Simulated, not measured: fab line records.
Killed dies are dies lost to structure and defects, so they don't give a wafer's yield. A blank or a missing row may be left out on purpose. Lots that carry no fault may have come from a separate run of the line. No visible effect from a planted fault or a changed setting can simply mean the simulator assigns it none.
Which tool is to blame? | flow nand_harc | 13 lots, 39 wafers sampled, at 7 steps of a route of 1159

## WHAT EACH GAUGE READ, for each wafer
NHARC_P_M1_INSPECT_27. Usual: raw_defect_count reads 304 (standard deviation 120).
lot  | measured     | on                | raw_defect_count | flag
L512 | day 5 21:24  | defect_inspect-01 | 290 164 204      |
L516 | day 7 01:23  | defect_inspect-01 | 536 341 377      |
L513 | day 7 01:29  | defect_inspect-01 | 312 654 406      |
L519 | day 7 20:12  | defect_inspect-02 | 244 378 365      |
L520 | day 8 00:50  | defect_inspect-01 | 182 229 280      |
L521 | day 8 13:53  | defect_inspect-02 | 391 208 373      |
L526 | day 9 22:32  | defect_inspect-02 | 631 657 570      |
L527 | day 9 23:11  | defect_inspect-02 | 251 256 214      |
L528 | day 10 02:26 | defect_inspect-02 | 297 314 252      |
L529 | day 10 06:16 | defect_inspect-01 | 223 338 208      |
L532 | day 10 21:42 | defect_inspect-02 | 202 353 169      |
L534 | day 11 08:59 | defect_inspect-01 | 185 305 159      |
L535 | day 12 08:36 | defect_inspect-02 | 298 364 272      |

NHARC_P_M2_THK_MEAS_24: measures by xrf. Usual: thk_nm reads 144.0 nm (standard deviation 1.4).
lot  | measured     | on            | thk_nm (nm)                   | flag
L512 | day 6 01:25  | film_metro-02 | 141.6 144.1 146.1             |
L516 | day 7 05:26  | film_metro-02 | 143.8 144.9 143.3             |
L513 | day 7 05:51  | film_metro-01 | 143.4 144.6 143.7             |
L519 | day 8 00:17  | film_metro-01 | 29.2 31.6 30.6 28.7 30.7 28.4 | OFF
L520 | day 8 04:50  | film_metro-01 | 30.2 28.3 30.3 29.5 30.0 29.1 | OFF
L521 | day 8 17:52  | film_metro-01 | 30.7 30.4 28.9 30.0 28.4 30.3 | OFF
L526 | day 10 02:50 | film_metro-01 | 145.2 143.5 145.5             |
L527 | day 10 03:23 | film_metro-01 | 142.8 144.7 144.0             |
L528 | day 10 06:20 | film_metro-01 | 142.8 143.4 143.3             |
L529 | day 10 10:22 | film_metro-01 | 143.6 145.7 145.8             |
L532 | day 11 01:46 | film_metro-02 | 143.4 143.1 142.7             |
L534 | day 11 13:07 | film_metro-01 | 145.8 143.4 143.4             |
L535 | day 12 15:19 | film_metro-02 | 140.8 143.4 142.5             |

NHARC_P_M2_INSPECT_27. Usual: raw_defect_count reads 323 (standard deviation 130).
lot  | measured     | on                | raw_defect_count | flag
L512 | day 6 01:34  | defect_inspect-01 | 313 421 1017     |
L516 | day 7 05:36  | defect_inspect-02 | 243 190 284      |
L513 | day 7 06:01  | defect_inspect-02 | 202 210 262      |
L526 | day 10 02:59 | defect_inspect-02 | 223 254 281      |
L527 | day 10 03:33 | defect_inspect-02 | 296 237 241      |
L528 | day 10 06:30 | defect_inspect-02 | 228 364 626      |
L529 | day 10 10:31 | defect_inspect-01 | 324 232 291      |
L532 | day 11 01:56 | defect_inspect-01 | 270 407 283      |
L534 | day 11 13:17 | defect_inspect-02 | 261 165 216      |
L535 | day 12 15:28 | defect_inspect-02 | 256 365 465      |

NHARC_END_SORT_01. Usual: defect_limited_yield 95.2 %, standard deviation 1.3; killed_at_array 29, standard deviation 9.4; killed_at_other 0.7, standard deviation 1.3; killed_at_periphery 2.9, standard deviation 2.1; killed_dies 32, standard deviation 9; killed_open 3.3, standard deviation 1.8; killed_short 1.9, standard deviation 1.4; sort_bin_2_pct 1.4 %, standard deviation 0.53; sort_bin_3_pct 0.28 %, standard deviation 0.21; sort_bin_4_pct 3.1 %, standard deviation 0.91; sort_n_pass 645, standard deviation 9; sort_rim_yield_pct 97.4 %, standard deviation 1.7; sort_yield_pct 95.2 %, standard deviation 1.3.
lot  | measured     | on        | defect_limited_yield (%) | killed_at_array | killed_at_other | killed_at_periphery | killed_dies | killed_open | killed_short | sort_bin_2_pct (%) | sort_bin_3_pct (%) | sort_bin_4_pct (%) | sort_n_pass | sort_rim_yield_pct (%) | sort_yield_pct (%) | flag
L526 | day 24 05:20 | prober-02 | 94.1 92.5                | 37 48           | 0 2             | 3 1                 | 40 51       | 2 4         | 3 1          | 1.6 2.5            | 0.74 0.30          | 3.5 4.7            | 637 626     | 99.1 98.1              | 94.1 92.5          |

## EACH LOT AND THE TOOL THAT RAN IT (in order: tool; ch and the chambers of the sampled wafers; start)
lot  | NHARC_P_M2_ECD_22              | NHARC_P_M2_CMP_23             | NHARC_P_BONDPAD_DEP_00
L512 | ecd_cu-01 ch 0,1, day 6 00:22  | cmp-03 ch 0,1,3, day 6 01:05  | pecvd-02 ch 0,1,2, day 6 02:11
L516 | ecd_cu-02 ch 0,1, day 7 04:24  | cmp-01 ch 0,3, day 7 05:10    | pecvd-01 ch 0,1, day 7 06:20
L513 | ecd_cu-02 ch 0,1, day 7 04:49  | cmp-01 ch 1,2,3, day 7 05:34  | pecvd-04 ch 0,1, no start
L519 | ecd_cu-02 ch 0,1, day 7 23:18  | cmp-02 ch 0,1, day 7 23:58    | -
L520 | ecd_cu-02 ch 0,1, day 8 03:48  | cmp-01 ch 2,3, day 8 04:31    | -
L521 | ecd_cu-01 ch 0,1, day 8 16:53  | cmp-02 ch 0,1,2, day 8 17:33  | -
L526 | ecd_cu-01 ch 0,1, day 10 01:54 | cmp-03 ch 0,1,3, day 10 02:34 | pecvd-04 ch 1,2, day 10 03:38
L527 | ecd_cu-02 ch 0,1, day 10 02:24 | cmp-02 ch 0,1,3, day 10 03:10 | pecvd-01 ch 0,1, no start
L528 | ecd_cu-01 ch 0,1, day 10 05:17 | cmp-01 ch 0,1,2, day 10 06:01 | pecvd-02 ch 0,1,2, day 10 07:05
L529 | ecd_cu-02 ch 0,1, day 10 09:25 | cmp-03 ch 0,2,3, day 10 10:08 | pecvd-02 ch 1,2, no start
L532 | ecd_cu-02 ch 0,1, day 11 00:41 | cmp-01 ch 1,3, day 11 01:29   | pecvd-02 ch 0,1,2, no start
L534 | ecd_cu-02 ch 0,1, day 11 12:08 | cmp-02 ch 0,1, day 11 12:49   | pecvd-02 ch 0,1,2, no start
L535 | ecd_cu-02 ch 0,1, day 12 14:16 | cmp-01 ch 0,1,3, day 12 14:59 | pecvd-01 ch 0,1,2, day 12 16:12
- NHARC_P_M2_ECD_22: material Cu, target thk 400 nm.
- NHARC_P_M2_CMP_23: polishes, t overpolish 20 s, target thk 144.3 nm.
- NHARC_P_BONDPAD_DEP_00: deposits SiCN, target thk 250 nm.

## WHAT THE TOOLS THEMSELVES READ (means of the sampled wafers that have a number; where no wafer has one, the mark that the record gives instead)
NHARC_P_M2_ECD_22. Usual: bath_heat_duty_pct 6.2 %, standard deviation 0.54; bath_temp_c 24.99 C, standard deviation 0.1.
lot  | tool      | bath_heat_duty_pct (%) | bath_temp_c (C) | flag
L512 | ecd_cu-01 | 6.3                    | 25.03           |
L516 | ecd_cu-02 | 6.4                    | 24.96           |
L513 | ecd_cu-02 | 6.7                    | 24.94           |
L519 | ecd_cu-02 | -                      | -               | OFF
L520 | ecd_cu-02 | -                      | -               | OFF
L521 | ecd_cu-01 | -                      | -               | OFF
L526 | ecd_cu-01 | 6.0                    | 25.02           |
L527 | ecd_cu-02 | 6.5                    | 24.85           |
L528 | ecd_cu-01 | 5.9                    | 25.03           |
L529 | ecd_cu-02 | 6.4                    | 24.88           |
L532 | ecd_cu-02 | 5.9                    | 24.97           |
L534 | ecd_cu-02 | 6.3                    | 24.97           |
L535 | ecd_cu-02 | 6.3                    | 25.08           |

NHARC_P_M2_CMP_23. Usual: motor_current_A 12.1 A, standard deviation 1.1; time_to_endpoint_s 29.0 s, standard deviation 2.5.
lot  | tool   | motor_current_A (A) | time_to_endpoint_s (s) | flag
L512 | cmp-03 | 11.1                | 29.6                   |
L516 | cmp-01 | 11.9                | 29.8                   |
L513 | cmp-01 | 12.6                | 26.0                   |
L519 | cmp-02 | 13.0                | 2.9                    | OFF
L520 | cmp-01 | 12.6                | 2.6                    | OFF
L521 | cmp-02 | 11.7                | 2.9                    | OFF
L526 | cmp-03 | 10.8                | 29.0                   |
L527 | cmp-02 | 12.3                | 30.1                   |
L528 | cmp-01 | 13.1                | 30.3                   |
L529 | cmp-03 | 11.7                | 26.3                   |
L532 | cmp-01 | 12.3                | 26.2                   |
L534 | cmp-02 | 13.4                | 30.6                   |
L535 | cmp-01 | 12.6                | 26.1                   |

NHARC_P_BONDPAD_DEP_00. Usual: heater_power_w reads 583 W (standard deviation 71).
lot  | tool     | heater_power_w (W) | flag
L512 | pecvd-02 | 628                |
L516 | pecvd-01 | 614                |
L513 | pecvd-04 | 519                |
L526 | pecvd-04 | 551                |
L527 | pecvd-01 | 582                |
L528 | pecvd-02 | 601                |
L529 | pecvd-02 | 635                |
L532 | pecvd-02 | 649                |
L534 | pecvd-02 | 633                |
L535 | pecvd-01 | 558                |

## THE ANSWER, worked out from the rows above alone
Rule: lot off if the mean of its wafers having a number is beyond 3 standard deviations from the usual mean. Also off: a lot with no number at a reading for which 4 or more lots have one. All remaining lots with rows at the step are treated as sound. Order of review: gauges by route order, followed by the tools' own readings, for which a lot's mean as printed above is used. At the first step where some lot is off, the reading lying furthest off is the one used; lots without a number count as furthest.
Off: L519, L520, L521, at NHARC_P_M2_THK_MEAS_24 (thk_nm).
A tool fits if, at a process step before that reading, it ran every lot that is off, and no sound lot after the first of them. Not tried: the gauges at NHARC_P_M2_THK_MEAS_24; whatever is off there is also off at NHARC_P_M2_ECD_22, on other tools, and gauge error can't account for it. None of those tried fits.

## WHAT THE SIMULATOR PUT IN
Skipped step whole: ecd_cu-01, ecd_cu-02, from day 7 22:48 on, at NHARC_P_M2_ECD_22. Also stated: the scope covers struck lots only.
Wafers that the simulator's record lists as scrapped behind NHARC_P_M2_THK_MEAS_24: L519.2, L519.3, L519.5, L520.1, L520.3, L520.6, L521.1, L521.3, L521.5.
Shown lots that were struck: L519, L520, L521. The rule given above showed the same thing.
